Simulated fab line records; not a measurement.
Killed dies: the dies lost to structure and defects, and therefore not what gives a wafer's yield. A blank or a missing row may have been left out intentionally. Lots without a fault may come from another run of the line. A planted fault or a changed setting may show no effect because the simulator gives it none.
fab line records | flow n5-finfet
record lots=6 wafers=16 last-day=20
route steps=1938 shown BEOL_M1@782 BEOL_M4@1111
lots with no fault: from the same line, run without faults
start-h: hours from the record's first day to the start of the lot's first wafer shown | wait-h: how many hours have passed since the lot's step before this one | " repeats the value in the row above | L1.1+2: a row that stands for several wafers | - either no value or no given start | * or withheld: withheld | < > ~ a bound
route shown NAME@n: a module of which the file shows steps, and the number in the route of the first | usual: mean/standard deviation taken from wafers without a fault | same: alike in all rows | chamber/n: place in a boat | sites: readings site by site | _std_site: the values' standard deviation | _edge_site: outer sites' mean less inner sites' | radius-mm: for every site, how far away it sits from the centre of the wafer | mask NAME#n: copy n | behind: the last tool/chamber to shape the wafer | hold: reason for holding the lot/hours on hold/outcome of the hold | device: whichever transistor did not switch (one of n, p or np) | end of line: at the end of the route, the tests of the same wafers | where a step has no rows: the recipe by itself | killed: at the first sort, the dies lost to defects and structure; wafer yield is something else | map: dies across one wafer; x = killed, . = not, _ = none there
set.NAME: setting as actually run; set.NAME@STEP: the setting as run at that earlier step | model.NAME: the simulator's own value behind a step, which no gauge read
lots at some steps of the route; a table a step, a row a wafer
services: from which hour (start-h, from the record's first day; less than 0 if before it) a tool's chamber was out of use, for how many hours, and why
## steps
# step N5_BEOL_M1_SOFTBAKE_23
# recipe temp-c=110 time-s=60 resist=CAR-EUV
# step N5_BEOL_M1_EXPOSE_25
# recipe mask-id=V0 na=0.33 source-shape=quasar sigma-inner=0.2 sigma-outer=0.8 polarization=unpolarized defocus-nm=5 target-cd-nm=24 dose-mj=63
# step N5_BEOL_M1_PEB_26
# recipe peb-temp-c=100 peb-time-s=60 resist=CAR-EUV
# step N5_BEOL_M1_DEVELOP_27
# recipe develop-time-s=30 developer=TMAH resist=CAR-EUV rinse-liquid=surfactant-rinse dry=air-spin dev-temp-c=23
# step N5_BEOL_M1_CD_MEAS_28
# recipe landing-energy-ev=500 detector=se-inlens target-cd-y-nm=23.3
# usual cd-nm=23.96/0.23
# columns lot.wafer tool chamber start-h wait-h cd-nm
L836.2 cd-sem-03 0 129.95 - 23.92
L836.3 " 0 " " 23.95
L836.4 " 0 " " 24.18
L839.3 cd-sem-02 0 145.77 - 23.87
L839.4 " 0 " " 23.79
L839.5 " 0 " " 23.94
L851.3 cd-sem-01 0 231.38 - 23.86
L851.4 " 0 " " 23.80
L854.4 cd-sem-02 0 242.50 - 23.78
L854.6 " 0 " " 23.85
L857.2 cd-sem-01 0 263.77 - 23.89
L857.3 " 0 " " 23.55
L857.5 " 0 " " 24.02
L858.2 cd-sem-01 0 275.00 - 23.65
L858.3 " 0 " " 23.81
L858.5 " 0 " " 23.79
# step N5_BEOL_M1_OVL_MEAS_29
# recipe points-per-wafer=522
# usual V0_OVL=-0.5/0.63
# columns lot.wafer tool chamber start-h wait-h V0_OVL[nm]
L836.2 overlay-01 0 129.99 0.0 0.3
L836.3 " 0 " " 0.3
L836.4 " 0 " " 0.0
L839.3 overlay-01 0 145.81 0.0 -0.5
L839.4 " 0 " " -0.9
L839.5 " 0 " " -0.9
L851.3 overlay-01 0 231.42 0.0 -0.3
L851.4 " 0 " " -0.2
L854.4 overlay-01 0 242.55 0.0 -1.7
L854.6 " 0 " " -2.0
L857.2 overlay-02 0 263.80 0.0 -0.4
L857.3 " 0 " " -0.3
L857.5 " 0 " " -1.6
L858.2 overlay-01 0 275.04 0.0 -0.5
L858.3 " 0 " " 0.6
L858.5 " 0 " " 0.6
# step N5_BEOL_M1_INSPECT_30
# recipe mode=adi inspect-instrument=brightfield
# usual raw-defect-count=401/92
# columns lot.wafer tool chamber start-h wait-h raw-defect-count
L836.2 defect-inspect-02 - 130.04 0.0 437
L836.3 " - " " 493
L836.4 " - " " 551
L839.3 defect-inspect-01 - 145.86 0.0 272
L839.4 " - " " 272
L839.5 " - " " 261
L851.3 defect-inspect-02 - 231.47 0.0 420
L851.4 " - " " 469
L854.4 defect-inspect-01 - 242.59 0.0 273
L854.6 " - " " 285
L857.2 defect-inspect-02 - 263.85 0.0 371
L857.3 " - " " 474
L857.5 " - " " 541
L858.2 defect-inspect-01 - 275.09 0.0 631
L858.3 " - " " 439
L858.5 " - " " 346
# step N5_BEOL_M1_DESCUM_33
# recipe chemistry=O2 time-s=7 source-power-w=50 bias-power-w=20 pressure-mtorr=20 rf-frequency-hz=2.712e+07 temp-c=40 resist=CAR-EUV o2-flow-sccm=225
# usual drypump-motor-current-A=5.4/0.47 oes-product-au=0.75/0.071 rf-vpp-V=243.8/1.3 showerhead-plenum-p-Torr=2.13/0.064 throttle-valve-pct=20.46/0.21
# columns lot.wafer tool chamber start-h wait-h drypump-motor-current-A oes-product-au rf-hours-counter-h rf-vpp-V showerhead-plenum-p-Torr throttle-valve-pct
L836.2 rie-diel-02 0 130.08 0.0 5.1 0.70 180 243.4 2.17 20.52
L836.3 " 2 " " 4.8 0.86 59 245.4 2.21 20.81
L836.4 " 1 " " 5.1 0.77 133 245.9 2.19 20.18
L839.3 rie-diel-02 1 145.89 0.0 5.0 0.76 139 244.7 2.19 20.19
L839.4 " 0 " " 5.0 0.70 186 244.3 2.17 20.54
L839.5 " 3 " " 5.5 0.83 - 243.7 2.20 20.13
L851.3 rie-diel-02 2 231.50 0.0 4.8 0.82 88 244.4 2.20 20.87
L851.4 " 0 " " 5.0 0.67 213 244.9 2.16 20.57
L854.4 rie-diel-01 0 242.71 0.1 5.5 0.73 162 245.5 2.18 20.28
L854.6 " 1 " " 5.8 0.68 - 244.0 2.15 20.74
L857.2 rie-diel-04 1 263.89 0.0 6.1 0.98 1 245.2 2.24 20.16
L857.3 " 0 " " 6.1 0.94 17 244.8 2.14 20.44
L857.5 " 1 " " 6.1 0.98 - 245.8 2.24 20.16
L858.2 rie-diel-02 0 275.13 0.0 5.0 0.67 225 243.4 2.15 20.60
L858.3 " 2 " " 4.8 0.82 101 244.5 2.20 20.89
L858.5 " 2 " " 4.8 0.81 - 245.3 2.20 20.88
# step N5_BEOL_M1_ETCH_77
# recipe chemistry=N2/H2 target=underlayer target-depth-a=65 mask-material=CAR-EUV time-s=5.2 ion-energy-ev=200 pressure-mtorr=30 source-w=840 bias-w=150 n2-flow-sccm=200 h2-flow-sccm=200 ends=cleared
# usual drypump-motor-current-A=5.4/0.47 etch-rf-on-time-s=5.21/0.08 oes-product-au=0.64/0.061 rf-vpp-V=525.2/2.6 showerhead-plenum-p-Torr=2.59/0.08 throttle-valve-pct=17.90/0.23
# columns lot.wafer tool chamber start-h wait-h drypump-motor-current-A etch-rf-on-time-s oes-product-au rf-hours-counter-h rf-vpp-V showerhead-plenum-p-Torr throttle-valve-pct
L836.2 rie-diel-02 0 130.11 0.0 5.1 5.30 0.60 180 525.7 2.65 17.99
L836.3 " 2 " " 4.8 5.07 0.73 59 528.5 2.69 18.31
L836.4 " 1 " " 5.1 5.17 0.66 133 526.9 2.66 17.62
L839.3 rie-diel-02 1 145.93 0.0 5.1 5.19 0.66 139 526.5 2.66 17.66
L839.4 " 0 " " 5.1 5.21 0.60 186 526.4 2.64 18.01
L839.5 " 3 " " 5.5 5.17 0.71 - 526.2 2.69 17.56
L851.3 rie-diel-02 2 231.54 0.0 4.9 5.12 0.70 88 529.5 2.68 18.38
L851.4 " 0 " " 5.0 5.27 0.58 213 527.6 2.63 18.06
L854.4 rie-diel-01 0 242.75 0.0 5.5 5.20 0.63 162 526.8 2.65 17.71
L854.6 " 1 " " 5.8 5.28 0.59 - 526.6 2.61 18.25
L857.2 rie-diel-04 1 263.92 0.0 6.1 5.19 0.84 1 530.7 2.72 17.52
L857.3 " 0 " " 6.1 5.25 0.80 17 526.3 2.60 17.81
L857.5 " 1 " " 6.1 5.11 0.85 - 528.8 2.72 17.52
L858.2 rie-diel-02 0 275.16 0.0 5.0 5.31 0.56 225 526.1 2.62 18.04
L858.3 " 2 " " 4.8 5.14 0.69 101 529.5 2.67 18.41
L858.5 " 2 " " 4.8 5.12 0.69 - 528.4 2.67 18.43
# step N5_BEOL_M1_ETCH_69
# recipe chemistry=CF4 target=SiARC target-depth-a=156 mask-material=CAR-EUV time-s=26 ion-energy-ev=80 pressure-mtorr=40 source-w=545 bias-w=36 Ar_flow_sccm=100 cf4-flow-sccm=100 ends=cleared
# usual drypump-motor-current-A=5.4/0.47 etch-rf-on-time-s=26.1/0.42 oes-product-au=0.64/0.062 rf-vpp-V=184.6/1.1 showerhead-plenum-p-Torr=2.18/0.063 throttle-valve-pct=15.65/0.2
# columns lot.wafer tool chamber start-h wait-h drypump-motor-current-A etch-rf-on-time-s oes-product-au rf-hours-counter-h rf-vpp-V showerhead-plenum-p-Torr throttle-valve-pct
L836.2 rie-diel-02 0 130.13 0.0 5.0 26.1 0.61 180 185.3 2.21 15.72
L836.3 " 2 " " 4.8 25.0 0.74 59 183.7 2.26 15.92
L836.4 " 1 " " 5.0 25.4 0.67 133 185.4 2.24 15.39
L839.3 rie-diel-02 1 145.95 0.0 5.0 25.8 0.66 139 184.7 2.24 15.39
L839.4 " 0 " " 5.1 26.4 0.59 186 185.8 2.21 15.71
L839.5 " 3 " " 5.5 25.9 0.71 - 184.4 2.25 15.34
L851.3 rie-diel-02 2 231.56 0.0 4.8 25.7 0.71 88 185.1 2.25 15.97
L851.4 " 0 " " 5.1 26.6 0.58 213 185.3 2.20 15.77
L854.4 rie-diel-01 0 242.76 0.0 5.5 26.1 0.63 162 185.2 2.23 15.47
L854.6 " 1 " " 5.8 26.8 0.58 - 184.2 2.20 15.98
L857.2 rie-diel-04 1 263.94 0.0 6.1 26.1 0.85 1 185.1 2.28 15.30
L857.3 " 0 " " 6.1 26.1 0.79 17 185.4 2.18 15.51
L857.5 " 1 " " 6.1 25.9 0.85 - 185.9 2.28 15.31
L858.2 rie-diel-02 0 275.18 0.0 5.1 26.5 0.57 225 182.9 2.20 15.82
L858.3 " 2 " " 4.8 25.6 0.70 101 183.8 2.24 15.99
L858.5 " 2 " " 4.8 25.6 0.71 - 185.1 2.24 15.99
# step N5_BEOL_M1_ALD_98
# recipe material=SiO2 target-thk-a=25 temp-c=100 ald-precursor-family=BDEAS ald-co-reactant=O2-plasma pulse-time-s=1 co-reactant-pulse-time-s=1 purge-time-s=2 co-reactant-purge-time-s=2 ald-cycles=17 pressure-torr=2
# usual heater-power-w=78/8 precursor-pulse-height-rel=0.998/0.02
# same co-reactant-pulse-time-s=1 co-reactant-purge-time-s=2
# columns lot.wafer tool chamber start-h wait-h heater-power-w precursor-pulse-height-rel
L836.2 ald-sin-02 0 130.28 0.1 78 0.979
L836.3 " 1 " " 70 0.980
L836.4 " 3 " " 91 1.063
L839.3 ald-sin-04 2 146.26 0.3 71 0.990
L839.4 " 1 " " 64 1.015
L839.5 " 0 " " 80 1.022
L851.3 ald-sin-02 3 231.64 0.1 93 0.973
L851.4 " 0 " " 79 0.985
L854.4 ald-sin-03 0 245.02 2.2 83 0.990
L854.6 " 2 " " 87 0.999
L857.2 ald-sin-04 1 264.23 0.3 67 0.989
L857.3 " 2 " " 71 0.990
L857.5 " 0 " " 79 1.047
L858.2 ald-sin-02 0 275.37 0.2 80 0.987
L858.3 " 2 " " 73 0.971
L858.5 " 3 " " 91 0.990
# step N5_BEOL_M1_ETCHBACK_99
# recipe chemistry=CHF3 target=SiO2 target-depth-a=50 time-s=10.4 source-w=215 bias-w=47 Ar_flow_sccm=200 CHF3_flow_sccm=12 ion-energy-ev=100 pressure-mtorr=30
# usual drypump-motor-current-A=5.3/0.44 oes-product-au=0.75/0.069 rf-vpp-V=241.2/2.5 showerhead-plenum-p-Torr=2.21/0.056 throttle-valve-pct=17.10/0.21
# columns lot.wafer tool chamber start-h wait-h drypump-motor-current-A oes-product-au rf-hours-counter-h rf-vpp-V showerhead-plenum-p-Torr throttle-valve-pct
L836.2 rie-diel-02 1 130.62 0.3 5.1 0.77 133 238.9 2.26 16.86
L836.3 " 0 " " 5.0 0.70 180 243.9 2.23 17.16
L836.4 " 2 " " 4.8 0.85 59 241.3 2.28 17.42
L839.3 rie-diel-01 2 147.63 1.3 5.0 0.77 145 237.5 2.15 17.18
L839.4 " 1 " " 5.8 0.70 222 244.1 2.22 17.38
L839.5 " 3 " " 4.6 0.74 - 241.3 2.24 16.94
L851.3 rie-diel-01 1 244.11 12.4 5.8 0.69 248 243.7 2.21 17.41
L851.4 " 2 " " 5.0 0.75 170 237.0 2.14 17.20
L854.4 rie-diel-01 2 254.15 9.1 4.9 0.74 - 235.7 2.14 17.21
L854.6 " 0 " " 5.5 0.74 - 242.4 2.23 16.87
L857.2 rie-diel-04 1 273.89 9.6 6.1 0.98 3 243.7 2.30 16.79
L857.3 " 2 " " 5.5 0.70 223 239.3 2.13 17.24
L857.5 " 0 " " 6.1 0.93 - 245.4 2.20 17.00
L858.2 rie-diel-04 3 278.90 3.5 5.6 0.73 171 240.0 2.14 16.98
L858.3 " 2 " " 5.5 0.69 225 242.5 2.13 17.25
L858.5 " 2 " " 5.5 0.68 - 241.5 2.13 17.24
# step N5_BEOL_M1_ETCH_70
# recipe chemistry=N2/H2 target=SOC target-depth-a=800 overetch-a=160 mask-material=SiARC temp-c=40 time-s=120 ion-energy-ev=200 pressure-mtorr=30 source-w=840 bias-w=150 n2-flow-sccm=200 h2-flow-sccm=200
# usual drypump-motor-current-A=5.3/0.44 oes-product-au=0.58/0.05 rf-vpp-V=525.7/2 showerhead-plenum-p-Torr=2.61/0.069 throttle-valve-pct=17.86/0.24
# columns lot.wafer tool chamber start-h wait-h drypump-motor-current-A oes-product-au rf-hours-counter-h rf-vpp-V showerhead-plenum-p-Torr throttle-valve-pct model.SiARC_of_BEOL_M1_COAT_68.thk-nm
L836.2 rie-diel-02 1 130.65 0.0 5.0 0.59 133 526.1 2.66 17.61 6.4
L836.3 " 0 " " 5.1 0.54 180 524.8 2.64 17.95 6.4
L836.4 " 2 " " 4.8 0.65 59 526.8 2.69 18.29 6.2
L839.3 rie-diel-01 2 147.67 0.0 4.9 0.58 145 525.4 2.54 17.89 6.4
L839.4 " 1 " " 5.8 0.55 222 526.0 2.62 18.18 6.4
L839.5 " 3 " " 4.7 0.58 - 524.9 2.65 17.63 6.4
L851.3 rie-diel-01 1 244.14 0.0 5.8 0.54 248 525.8 2.61 18.25 6.6
L851.4 " 2 " " 5.0 0.56 170 523.1 2.53 17.93 7.6
L854.4 rie-diel-01 2 254.20 0.0 5.0 0.57 - 522.2 2.53 17.94 7.6
L854.6 " 0 " " 5.5 0.56 - 528.0 2.64 17.67 6.4
L857.2 rie-diel-04 1 273.93 0.0 6.1 0.74 3 528.1 2.72 17.49 6.4
L857.3 " 2 " " 5.5 0.54 223 522.7 2.51 17.97 6.6
L857.5 " 0 " " 6.1 0.71 - 526.2 2.60 17.79 6.4
L858.2 rie-diel-04 3 278.94 0.0 5.6 0.56 171 524.4 2.53 17.74 6.4
L858.3 " 2 " " 5.5 0.54 225 524.6 2.51 17.97 6.6
L858.5 " 2 " " 5.5 0.54 - 523.5 2.51 17.98 6.6
# step N5_BEOL_M1_STRIP_71
# recipe chemistry=N2/H2 temp-c=40 n2-flow-sccm=200 h2-flow-sccm=200 rf-frequency-hz=6e+07
# step N5_BEOL_M1_STRIP_78
# recipe chemistry=N2/H2 temp-c=40 n2-flow-sccm=200 h2-flow-sccm=200 rf-frequency-hz=6e+07
# step N5_BEOL_M1_VIA_ETCH_34
# recipe chemistry=C4F6/O2 target-depth-a=678 mask-material=SOC pressure-mtorr=15 ion-energy-ev=250 taper-deg=4 time-s=64.4 source-w=350 bias-w=170 Ar_flow_sccm=300 C4F6_flow_sccm=10 O2_flow_sccm=10
# usual drypump-motor-current-A=5.3/0.44 oes-product-au=0.75/0.069 rf-vpp-V=668/6.2 showerhead-plenum-p-Torr=2.91/0.072 throttle-valve-pct=30.77/0.24
# columns lot.wafer tool chamber start-h wait-h drypump-motor-current-A oes-product-au rf-hours-counter-h rf-vpp-V showerhead-plenum-p-Torr throttle-valve-pct model.BEOL_M1.cd-nm
L836.2 rie-diel-02 1 130.75 0.0 5.1 0.76 133 662 2.98 30.54 17.6
L836.3 " 0 " " 5.1 0.70 180 672 2.94 30.77 17.8
L836.4 " 2 " " 4.8 0.86 59 667 3.00 31.31 18.2
L839.3 rie-diel-01 2 147.77 0.0 5.0 0.77 145 656 2.84 30.84 18.2
L839.4 " 1 " " 5.8 0.70 222 674 2.93 31.02 18.2
L839.5 " 3 " " 4.6 0.74 - 666 2.95 30.59 18.2
L851.3 rie-diel-01 1 244.24 0.0 5.8 0.69 248 676 2.91 31.06 18.2
L851.4 " 2 " " 4.9 0.74 170 658 2.83 30.86 17.4
L854.4 rie-diel-01 2 254.29 0.0 5.0 0.73 - 658 2.83 30.87 17.4
L854.6 " 0 " " 5.4 0.74 - 670 2.94 30.53 17.8
L857.2 rie-diel-04 1 274.03 0.0 6.1 0.96 3 670 3.03 30.58 18
L857.3 " 2 " " 5.5 0.68 223 666 2.81 30.89 18
L857.5 " 0 " " 6.1 0.92 - 680 2.90 30.79 17.8
L858.2 rie-diel-04 3 279.04 0.0 5.6 0.74 171 662 2.83 30.57 17.8
L858.3 " 2 " " 5.5 0.68 226 668 2.81 30.90 18
L858.5 " 2 " " 5.5 0.69 - 668 2.81 30.88 17.8
# step N5_BEOL_M1_STRIP_83
# recipe chemistry=C4F6/O2 resist=SiARC rf-frequency-hz=6e+07
# step N5_BEOL_M4_RC_MEAS_101
# usual DIBL_N=36.3/1.2 DIBL_P=36.3/1.4 IOFF_N=0.160/0.02 IOFF_P=0.210/0.025 ION_N=675/9.5 ION_P=462/7 SS_N=71.5/0.53 SS_P=73.4/0.55 VT_N=249.5/2.6 VT_P=-250.1/2.9
# columns lot.wafer tool chamber start-h wait-h DIBL_N[mV/V] DIBL_P[mV/V] IOFF_N[nA/um] IOFF_P[nA/um] ION_N[uA/um] ION_P[uA/um] SS_N[mV/dec] SS_P[mV/dec] VT_N[mV] VT_P[mV]
L836.2 prober-01 0 191.72 0.2 37.2 37.5 0.179 0.214 690 464 72.1 73.7 246.7 -247.7
L836.3 " 0 " " 36.0 35.6 0.159 0.201 676 459 71.7 73.1 250.5 -252.1
L836.4 " 0 " " 37.6 37.0 0.173 0.208 683 464 72.0 73.1 246.7 -247.2
L839.3 prober-01 0 217.18 0.3 38.7 38.6 0.172 0.204 672 456 71.3 74.3 247.4 -251.5
L839.4 " 0 " " 36.3 35.5 0.122 0.163 655 448 71.2 73.3 255.3 -255.2
L839.5 " 0 " " 39.0 38.6 0.175 0.213 677 453 72.3 73.9 249.6 -251.1
L851.3 prober-01 0 329.48 0.3 36.9 37.0 0.153 0.216 659 459 72.1 73.9 250.8 -249.5
L851.4 " 0 " " 37.5 38.0 0.166 0.232 672 459 72.5 74.2 250.3 -246.4
L854.4 prober-01 0 339.09 0.5 36.0 35.7 0.131 0.173 659 451 70.8 72.2 253.1 -255.1
L854.6 " 0 " " 37.9 38.2 0.170 0.216 673 456 71.3 72.6 248.5 -253.2
L858.2 prober-01 0 356.15 0.2 36.0 37.3 0.190 0.201 660 448 72.0 72.8 247.1 -254.9
L858.3 " 0 " " 35.3 37.3 0.179 0.207 670 450 71.0 73.1 247.2 -250.9
L858.5 " 0 " " 36.7 38.6 0.202 0.221 684 455 71.5 73.9 247.4 -252.8
L857.2 prober-02 0 363.44 0.2 35.5 36.3 0.164 0.216 691 475 71.3 73.3 245.8 -247.9
L857.3 " 0 " " 35.2 35.8 0.151 0.197 676 461 70.9 73.0 248.9 -248.3
L857.5 " 0 " " 36.0 36.6 0.176 0.216 688 468 71.5 73.1 245.0 -248.6
## services
# columns tool chamber start-h hours kind
ald-sin-03 3 134.81 2.6 repair
rie-diel-02 2 137.47 6.3 repair
ald-sin-04 - 164.23 2.8 pm
rie-diel-02 3 164.68 12.2 repair
ald-sin-04 - 177.68 14.0 pm
rie-diel-04 1 180.16 11.0 repair
rie-diel-04 0 191.20 - clean
rie-diel-04 0 191.20 - consumable-replace:focus-ring
rie-diel-04 0 191.20 20.1 scheduled-down
rie-diel-04 0 191.20 20.1 vent-cycle
rie-diel-02 - 195.75 0.3 repair
ald-sin-04 - 202.99 58.4 repair
rie-diel-02 3 210.60 4.7 repair
ald-sin-03 1 212.90 5.8 repair
ald-sin-02 - 216.85 6.0 pm
rie-diel-04 1 237.23 - clean
rie-diel-04 1 237.23 - consumable-replace:focus-ring
rie-diel-04 1 237.23 - consumable-replace:showerhead
rie-diel-04 1 237.23 24.6 scheduled-down
ald-sin-03 3 239.28 4.5 repair
rie-diel-02 - 249.18 0.2 repair
ald-sin-02 2 253.27 2.9 repair
ald-sin-02 3 253.56 2.9 repair
ald-sin-02 1 255.96 4.6 repair
## key
first-sign none at tools or gauges
model-effect step=N5_BEOL_M1_ETCH_70 value=SiARC_of_BEOL_M1_COAT_68.thk-nm without=6.4 struck=7.6
model-effect step=N5_BEOL_M1_VIA_ETCH_34 value=BEOL_M1.cd-nm without=17.9 struck=17.4
met-at N5_BEOL_M1_ETCH_70
struck-wafers L851.4,L854.4
sort-left-out L851.4,L854.4
onset-between 147.67 244.14
fault kind=process-parameter-drift tool=rie-diel-01 chamber=- onset-h=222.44 steps=N5_BEOL_M1_ETCH_70 channel=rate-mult offset=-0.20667 shape=step end-h=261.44 scope=struck-wafers-only
# sort-left-out: the simulated sort isn't trusted on such a fault, so these wafers' sort isn't shown, and their yield isn't known
